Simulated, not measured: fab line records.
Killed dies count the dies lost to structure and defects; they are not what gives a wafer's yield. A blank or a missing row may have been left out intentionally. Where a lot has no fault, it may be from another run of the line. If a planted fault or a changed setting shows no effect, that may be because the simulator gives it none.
Chamber matching + flow n5_finfet + N5_BEOL_M1_ILD_DEP_00 on pecvd-04: 3 sister chambers
The step deposits SiOC from DEMS/O2, target thk 79 nm, time 15.3 s. 20 wafers are shown with their chamber, then 10 later ones without.

EACH WAFER AND ITS CHAMBER
| wafer  | chamber | throttle_valve_pct (%) | heater_power_w (W) | showerhead_plenum_p_Torr (Torr) |
|--------|---------|------------------------|--------------------|---------------------------------|
| L075.1 | 1       | 12.0                   | 385                | 5.709                           |
| L075.4 | 0       | 12.2                   | 427                | 5.698                           |
| L075.6 | 2       | 11.0                   | 484                | 5.693                           |
| L078.1 | 2       | 11.2                   | 583                | 5.695                           |
| L078.2 | 1       | 11.8                   | 401                | 5.706                           |
| L078.3 | 0       | 12.2                   | 396                | 5.677                           |
| L078.4 | 0       | 12.0                   | 401                | 5.684                           |
| L078.5 | 2       | 11.1                   | 597                | 5.700                           |
| L078.6 | 1       | 11.6                   | 405                | 5.719                           |
| L079.3 | 2       | 11.2                   | 611                | 5.706                           |
| L079.4 | 2       | 11.2                   | 605                | 5.703                           |
| L079.5 | 1       | 12.0                   | 464                | 5.709                           |
| L081.2 | 1       | 11.7                   | 477                | 5.710                           |
| L081.3 | 0       | 11.9                   | 394                | 5.688                           |
| L081.4 | 2       | 11.2                   | 596                | 5.701                           |
| L082.1 | 1       | 11.6                   | 487                | 5.703                           |
| L082.4 | 0       | 11.8                   | 428                | 5.688                           |
| L082.5 | 1       | 11.5                   | 487                | 5.719                           |
| L089.1 | 2       | 11.1                   | 535                | 5.706                           |
| L089.2 | 0       | 11.9                   | 444                | 5.674                           |

SIGNATURES, as means of the wafers listed above
| reading                  | chamber 0 | chamber 1 | chamber 2 | scatter within a chamber |
|--------------------------|-----------|-----------|-----------|--------------------------|
| throttle_valve_pct       | 12.000    | 11.743    | 11.143    | 0.156                    |
| heater_power_w           | 415.00    | 443.71    | 573.00    | 40                       |
| showerhead_plenum_p_Torr | 5.68483   | 5.71071   | 5.70057   | 0.00665                  |
Rule: distance of a wafer from a chamber = root of the sum over the readings of ((wafer's reading minus chamber's mean) / reading's scatter) squared. If the next closest chamber is less than 2 further off than the closest, the wafer can't be placed; otherwise it belongs to the closest. The scatter: take each reading less its chamber's mean, square it, sum over the shown wafers, divide by the number of wafers less the number of chambers, and take the root.

WAFERS WITHOUT THEIR CHAMBER
| wafer  | throttle_valve_pct (%) | heater_power_w (W) | showerhead_plenum_p_Torr (Torr) |
|--------|------------------------|--------------------|---------------------------------|
| L089.6 | 11.3                   | 531                | 5.683                           |
| L091.3 | 11.8                   | 432                | 5.726                           |
| L091.4 | 12.2                   | 451                | 5.687                           |
| L091.5 | 12.3                   | 427                | 5.681                           |
| L093.3 | 11.7                   | 487                | 5.713                           |
| L093.4 | 11.7                   | 499                | 5.708                           |
| L093.6 | 12.0                   | 440                | 5.667                           |
| L095.1 | 12.2                   | 448                | 5.684                           |
| L095.4 | 12.1                   | 450                | 5.665                           |
| L095.6 | 11.4                   | 611                | 5.694                           |

EACH ONE'S CHAMBER
| wafer  | from the rows above | in truth                   |
|--------|---------------------|----------------------------|
| L089.6 | 2                   | 2                          |
| L091.3 | 1                   | 1                          |
| L091.4 | 0                   | 0                          |
| L091.5 | 0                   | 0                          |
| L093.3 | 1                   | 1                          |
| L093.4 | 1                   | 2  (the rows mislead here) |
| L093.6 | 0                   | 0                          |
| L095.1 | 0                   | 0                          |
| L095.4 | 0                   | 0                          |
| L095.6 | 2                   | 2                          |
Correctly placed: 9 of 10. Not placeable from these rows: 0. Number placed wrongly: 1.
